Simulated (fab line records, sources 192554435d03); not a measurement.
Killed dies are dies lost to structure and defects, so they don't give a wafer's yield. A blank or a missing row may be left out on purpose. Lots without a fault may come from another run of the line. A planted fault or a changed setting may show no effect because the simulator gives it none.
fab line records | flow n5_finfet
record lots=6 wafers=17 last_day=17
route steps=1938 shown BEOL_M10@1521 PASSIVATION@1936
lots that met no fault: from a run of the same line without faults
start_h: hours from the record's first day to the start of the lot's first wafer shown | wait_h: hours since the lot's step before | " the same as in the row above | L1.1+2: a row that stands for several wafers | - no value, or no start given | * or withheld: withheld | < > ~ a bound
route shown NAME@n: a module of which the file shows steps, and the number in the route of the first | usual: mean/standard deviation of fault-free wafers | same: alike in all rows | chamber/n: place in a boat | sites: the reading at each site | _std_site: their standard deviation | _edge_site: outer sites' mean less inner sites' | radius_mm: how far each site lies from the wafer's centre | mask NAME#n: copy n | behind: the tool/chamber that last shaped the wafer | hold: why the lot was held/for how many hours/how that ended | device: the transistor (n, p or np) that didn't switch | end of line: the same wafers' tests at the end of the route | a step without rows: its recipe alone | killed: dies lost to structure and defects at the first sort, not the wafer's yield | map: a wafer's dies, x killed, . not, _ none there
set.NAME: the setting as run; set.NAME@STEP: as run at that earlier step | model.NAME: the simulator's own value behind a step, which no gauge read
lots at some steps of the route; a table a step, a row a wafer
services: from which hour (start_h, from the record's first day; less than 0 if before it) a tool's chamber was out of use, for how many hours, and why
## steps
# step N5_BEOL_M10_CURE_72
# recipe temp_c=370 time_s=120 ambient=DMADMS/He material=SiCOH_lowk
# usual lamp_power_pct=52.32/0.055 wafer_temp_C_max=371.7/0.59
# same time_s=120
# columns lot.wafer tool chamber start_h wait_h lamp_power_pct wafer_temp_C_max
L595.2 uv_cure-01 1 245.47 0.1 52.18 371.5
L595.3 " 1 " " 52.21 371.7
L595.5 " 1 " " 52.31 371.8
L600.1 uv_cure-02 1 267.29 0.0 52.41 371.6
L600.2 " 1 " " 52.30 370.9
L600.5 " 1 " " 52.34 371.1
L603.1 uv_cure-01 2 293.30 0.1 52.30 372.2
L603.4 " 2 " " 52.37 371.7
L603.5 " 2 " " 52.29 371.7
L609.2 uv_cure-01 0 341.21 0.1 52.26 371.8
L609.6 " 0 " " 52.25 372.0
L612.1 uv_cure-03 2 345.85 0.0 52.32 370.9
L612.3 " 2 " " 52.41 371.0
L612.4 " 2 " " 52.33 371.3
L613.1 uv_cure-02 2 350.49 0.0 52.34 371.7
L613.3 " 2 " " 52.33 371.4
L613.6 " 2 " " 52.32 372.4
# step N5_BEOL_M10_DEGAS_44
# recipe ambient=vacuum temp_c=250 time_s=60
# usual heater_power_w=319/31
# same time_s=60
# columns lot.wafer tool chamber start_h wait_h heater_power_w
L595.2 pvd_sputter-01 - 245.74 0.2 306
L595.3 " - " " 368
L595.5 " - " " 341
L600.1 pvd_sputter-01 - 267.91 0.5 338
L600.2 " - " " 273
L600.5 " - " " 296
L603.1 pvd_sputter-03 - 293.76 0.4 318
L603.4 " - " " 323
L603.5 " - " " 308
L609.2 pvd_sputter-03 - 341.80 0.5 333
L609.6 " - " " 295
L612.1 pvd_sputter-01 - 346.48 0.6 284
L612.3 " - " " 335
L612.4 " - " " 376
L613.1 pvd_sputter-02 - 351.12 0.5 340
L613.3 " - " " 405
L613.6 " - " " 393
# step N5_BEOL_M10_PRE_CLEAN_45
# recipe gas=H2/He time_s=30 temp_c=250
# usual heater_power_w=319/32
# same time_s=30
# columns lot.wafer tool chamber start_h wait_h heater_power_w
L595.2 pvd_sputter-01 - 245.78 0.0 308
L595.3 " - " " 375
L595.5 " - " " 334
L600.1 pvd_sputter-01 - 267.95 0.0 337
L600.2 " - " " 280
L600.5 " - " " 305
L603.1 pvd_sputter-03 - 293.80 0.0 322
L603.4 " - " " 328
L603.5 " - " " 307
L609.2 pvd_sputter-03 - 341.84 0.0 332
L609.6 " - " " 304
L612.1 pvd_sputter-01 - 346.52 0.0 271
L612.3 " - " " 329
L612.4 " - " " 377
L613.1 pvd_sputter-02 - 351.16 0.0 335
L613.3 " - " " 398
L613.6 " - " " 406
# step N5_BEOL_M10_ALD_74
# recipe material=TaN target_thk_a=20 temp_c=275 ald_precursor_family=PDMAT ald_co_reactant=NH3 pressure_torr=3 carrier_flow_sccm=1500 pulse_time_s=2 purge_time_s=3 co_reactant_purge_time_s=2 co_reactant_pulse_time_s=3 ald_cycles=40 precursor_vessel_temp_c=75 precursor_vessel_pressure_torr=26.25 precursor_vessel_carrier_sccm=1000
# step N5_BEOL_M10_SURFACE_TREAT_76
# recipe gas=Ar time_s=* ion_energy_ev=* ion_current_ma_cm2=0.5 pressure_mtorr=* ar_flow_sccm=30
# usual throttle_valve_pct=*
# same time_s=*
# columns lot.wafer tool chamber start_h wait_h throttle_valve_pct
L595.2 pvd_sputter-01 - 246.45 0.5 *
L595.3 " - " " *
L595.5 " - " " *
L600.1 pvd_sputter-03 - 268.29 0.2 *
L600.2 " - " " *
L600.5 " - " " *
L603.1 pvd_sputter-02 - 294.36 0.3 *
L603.4 " - " " *
L603.5 " - " " *
L609.2 pvd_sputter-01 - 342.19 0.2 *
L609.6 " - " " *
L612.1 pvd_sputter-02 - 346.90 0.2 *
L612.3 " - " " *
L612.4 " - " " *
L613.1 pvd_sputter-02 - 351.81 0.4 *
L613.3 " - " " *
L613.6 " - " " *
# step N5_BEOL_M10_CVD_75
# recipe material=Co target_thk_a=20 temp_c=withheld precursor=CCTBA/H2 pressure_torr=30 time_s=138.9
# step N5_BEOL_M10_SPUTTER_48
# recipe material=Cu target_thk_a=120 temp_c=-20 bias_v=60 power_w=26000 chamber_pressure_pa=0.13 time_s=2
# usual substrate_temp_c=-20.01/0.1 throttle_valve_pct=29.9/1
# same time_s=2
# columns lot.wafer tool chamber start_h wait_h substrate_temp_c throttle_valve_pct
L595.2 pvd_sputter-01 - 246.77 0.2 -19.96 30.1
L595.3 " - " " -20.09 30.3
L595.5 " - " " -19.98 30.5
L600.1 pvd_sputter-03 - 268.47 0.1 -19.95 31.4
L600.2 " - " " -20.13 30.3
L600.5 " - " " -19.93 28.5
L603.1 pvd_sputter-03 - 294.58 0.1 -20.09 31.0
L603.4 " - " " -20.09 29.4
L603.5 " - " " -19.98 28.7
L609.2 pvd_sputter-01 - 342.38 0.1 -20.08 29.7
L609.6 " - " " -20.13 30.1
L612.1 pvd_sputter-01 - 347.20 0.2 -19.91 27.5
L612.3 " - " " -19.95 30.5
L612.4 " - " " -20.00 29.8
L613.1 pvd_sputter-01 - 353.13 1.0 -20.01 29.9
L613.3 " - " " -19.95 27.5
L613.6 " - " " -19.96 27.6
# step N5_BEOL_M10_ECD_50
# recipe material=Cu target_thk_a=3180
# step N5_BEOL_M10_ANNEAL_51
# recipe temp_c=225 time_s=90 ambient=N2
# step N5_BEOL_M10_CMP_52
# recipe stop_on=SiCOH_lowk t_overpolish_s=7 down_force_psi=1 platen_rpm=50 clearing_platen_down_force_psi=1.5 clearing_platen_rpm=50 post_cmp_clean=cu_alkaline target_thk_nm=140 clearing_platen_pad_velocity_m_s=0.99484 pad_velocity_m_s=0.99484
# step N5_BEOL_M10_THK_MEAS_53
# recipe thk_meas_gauge=xrf reads=Cu_of_BEOL_M10_ECD_50
# usual M10_THK=136.0/2.7
# columns lot.wafer tool chamber start_h wait_h M10_THK[nm]
L595.2 film_metro-01 - 247.59 - 132.8
L595.3 " - " " 137.7
L595.5 " - " " 134.9
L600.1 film_metro-01 - 269.28 - 134.6
L600.2 " - " " 134.8
L600.5 " - " " 135.3
L603.1 film_metro-01 - 296.08 - 137.1
L603.4 " - " " 134.9
L603.5 " - " " 135.9
L609.2 film_metro-01 - 343.59 - 133.7
L609.6 " - " " 134.3
L612.1 film_metro-02 - 348.22 - 136.4
L612.3 " - " " 141.3
L612.4 " - " " 136.3
L613.1 film_metro-01 - 353.96 - 139.3
L613.3 " - " " 135.0
L613.6 " - " " 137.7
# step N5_BEOL_M10_PRE_CLEAN_55
# recipe gas=NH3 time_s=15 temp_c=withheld rf_power_w=300
# step N5_BEOL_M10_DEP_56
# recipe material=SiCN target_thk_a=150 temp_c=withheld precursor=3MS/NH3 pressure_torr=3 rf_w=202 time_s=26.5
# usual showerhead_plenum_p_Torr=3.659/0.014 showerhead_vpp_V=891/31 throttle_valve_pct=8.9/0.4
# columns lot.wafer tool chamber start_h wait_h showerhead_plenum_p_Torr showerhead_vpp_V throttle_valve_pct model.SiCN_of_BEOL_M10_DEP_56.thk_nm
L595.2 pecvd-02 2 247.65 0.0 3.682 925 8.5 14.8
L595.3 " 1 " " 3.664 853 8.5 14.4
L595.5 " 0 " " 3.651 907 9.1 15
L600.1 pecvd-02 0 269.35 0.0 3.647 905 8.9 14.4
L600.2 " 2 " " 3.675 907 8.5 15
L600.5 " 1 " " 3.659 878 8.9 14.4
L603.1 pecvd-02 1 296.15 0.0 3.643 863 9.1 14.8
L603.4 " 1 " " 3.661 861 8.6 14.8
L603.5 " 2 " " 3.676 911 8.5 15
L609.2 pecvd-02 0 343.65 0.0 3.639 930 9.1 14.6
L609.6 " 0 " " 3.634 922 9.2 7.4
L612.1 pecvd-02 1 348.28 0.0 3.659 865 8.6 14.4
L612.3 " 2 " " 3.679 894 8.5 14.8
L612.4 " 0 " " 3.650 915 9.3 7.6
L613.1 pecvd-04 0 354.03 0.0 3.653 954 9.5 15
L613.3 " 1 " " 3.648 847 9.2 15
L613.6 " 2 " " 3.658 877 8.8 15.2
# step N5_BEOL_M10_RS_MEAS_57
# recipe thk_meas_gauge=four-point-probe reads=Cu_of_BEOL_M10_ECD_50+Co_of_BEOL_M10_CVD_75+TaN_of_BEOL_M10_ALD_74
# usual M10_RS=0.153/0.0033
# columns lot.wafer tool chamber start_h wait_h M10_RS[ohm/sq]
L595.2 film_metro-02 - 247.73 0.1 0.159
L595.3 " - " " 0.152
L595.5 " - " " 0.156
L600.1 film_metro-01 - 269.42 0.1 0.154
L600.2 " - " " 0.153
L600.5 " - " " 0.152
L603.1 film_metro-02 - 296.22 0.1 0.153
L603.4 " - " " 0.155
L603.5 " - " " 0.153
L609.2 film_metro-02 - 343.73 0.1 0.157
L609.6 " - " " 0.156
L612.1 film_metro-02 - 348.36 0.1 0.152
L612.3 " - " " 0.147
L612.4 " - " " 0.152
L613.1 film_metro-01 - 354.10 0.1 0.149
L613.3 " - " " 0.154
L613.6 " - " " 0.150
# step N5_PASSIVATION_PROBE_49
# usual defect_limited_yield=91.2/1.5 killed_at_M0_to_M3=31/10 killed_at_M4_up=15/5.9 killed_at_contacts=13/6 killed_at_front_end=41/11 killed_at_other=4/3.1 killed_dies=104/18 killed_open=68/13 killed_short=33/8.1 sort_bin_4_leakage=0.00/0.03 sort_bin_5_function=5.1/1.1 sort_bin_6_memory=3.2/0.69 sort_n_pass=1076/18 sort_yield_pct=91.2/1.5
# same gross_dies=1180 killed_at_back_side=0 sort_bin_8_speed[%]=0
# columns lot.wafer tool chamber start_h wait_h defect_limited_yield[%] killed_at_M0_to_M3 killed_at_M4_up killed_at_contacts killed_at_front_end killed_at_other killed_dies killed_open killed_short sort_bin_4_leakage[%] sort_bin_5_function[%] sort_bin_6_memory[%] sort_n_pass sort_yield_pct[%]
L600.1 prober-02 - 310.54 0.0 92.4 14 15 22 37 2 90 57 29 0 4.1 3.1 1090 92.4
L600.2 prober-02 - 310.59 0.1 92.3 40 15 7 29 0 91 56 35 0 3.5 4.0 1089 92.3
L600.5 prober-02 - 310.74 0.2 91.5 34 14 12 39 1 100 72 24 0 5.4 2.5 1080 91.5
L609.2 prober-02 - 394.75 0.1 89.7 36 17 12 53 3 121 88 33 0 4.7 5.1 1059 89.7
L609.6 prober-02 - 394.95 0.3 90.3 26 23 20 45 1 115 83 29 0 5.8 3.3 1065 90.3
# killed by level:class
L600.1 MOL_CONTACT_COAG:geometric_particle:open=18 BEOL_M4:geometric_particle:open=8 FIN_SAQP:geometric_particle:open=5 STI_FIN_REVEAL:geometric_particle:open=4 GATE_CUT:geometric_particle:short=4 MOL_CONTACT_COAG:geometric_particle:short=4 BEOL_M0_SAQP:geometric_particle:open=4 BEOL_M1:geometric_particle:open=4
L600.2 BEOL_M3:geometric_particle:open=10 BEOL_M0_SAQP:geometric_particle:short=8 BEOL_M1:geometric_particle:open=7 BEOL_M5:geometric_particle:open=6 FIN_SAQP:geometric_particle:open=5 MOL_CONTACT_COAG:geometric_particle:open=5 BEOL_M4:geometric_particle:open=5 FIN_SAQP:geometric_particle:short=4
L600.5 BEOL_M3:geometric_particle:open=16 MOL_CONTACT_COAG:geometric_particle:open=12 BEOL_M4:geometric_particle:open=9 FIN_SAQP:geometric_particle:open=6 DUMMY_GATE:geometric_particle:open=6 BEOL_M1:geometric_particle:open=6 FIN_SAQP:geometric_particle:short=4 BEOL_M2:geometric_particle:open=4
L609.2 BEOL_M0_SAQP:geometric_particle:open=12 BEOL_M2:geometric_particle:open=12 BEOL_M4:geometric_particle:open=11 FIN_SAQP:geometric_particle:short=10 MOL_CONTACT_COAG:geometric_particle:open=10 STI_FIN_REVEAL:geometric_particle:open=9 FIN_SAQP:geometric_particle:open=8 BEOL_M0_SAQP:geometric_particle:short=5
L609.6 MOL_CONTACT_COAG:geometric_particle:open=16 BEOL_M4:geometric_particle:open=16 FIN_SAQP:geometric_particle:open=14 STI_FIN_REVEAL:geometric_particle:open=6 BEOL_M0_SAQP:geometric_particle:open=6 BEOL_M0_SAQP:geometric_particle:short=5 FIN_SAQP:geometric_particle:short=4 BEOL_M2:geometric_particle:open=4
## services
# columns tool chamber start_h hours kind
uv_cure-03 - 248.82 2.5 repair
pecvd-04 - 253.34 2.8 pm
uv_cure-03 - 263.64 1.7 repair
uv_cure-02 - 276.57 3.8 repair
uv_cure-03 - 286.01 7.5 pm
pecvd-04 - 286.11 7.2 repair
uv_cure-01 - 299.53 14.6 pm
pecvd-02 2 311.80 1.7 repair
uv_cure-01 - 342.85 1.0 pm
uv_cure-01 - 349.55 2.1 pm
pvd_sputter-03 - 352.72 1.3 repair
## key
first_sign none at tools or gauges
model_effect step=N5_BEOL_M10_DEP_56 value=SiCN_of_BEOL_M10_DEP_56.thk_nm without=14.8 struck=7.5
met_at N5_BEOL_M10_DEP_56
struck_wafers L609.6,L612.4
onset_between 296.15 343.65
fault kind=process_parameter_drift tool=pecvd-02 chamber=- onset_h=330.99 steps=N5_BEOL_M10_DEP_56 channel=time_s offset=* shape=step end_h=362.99 scope=struck_wafers_only acts_in=* stated=*
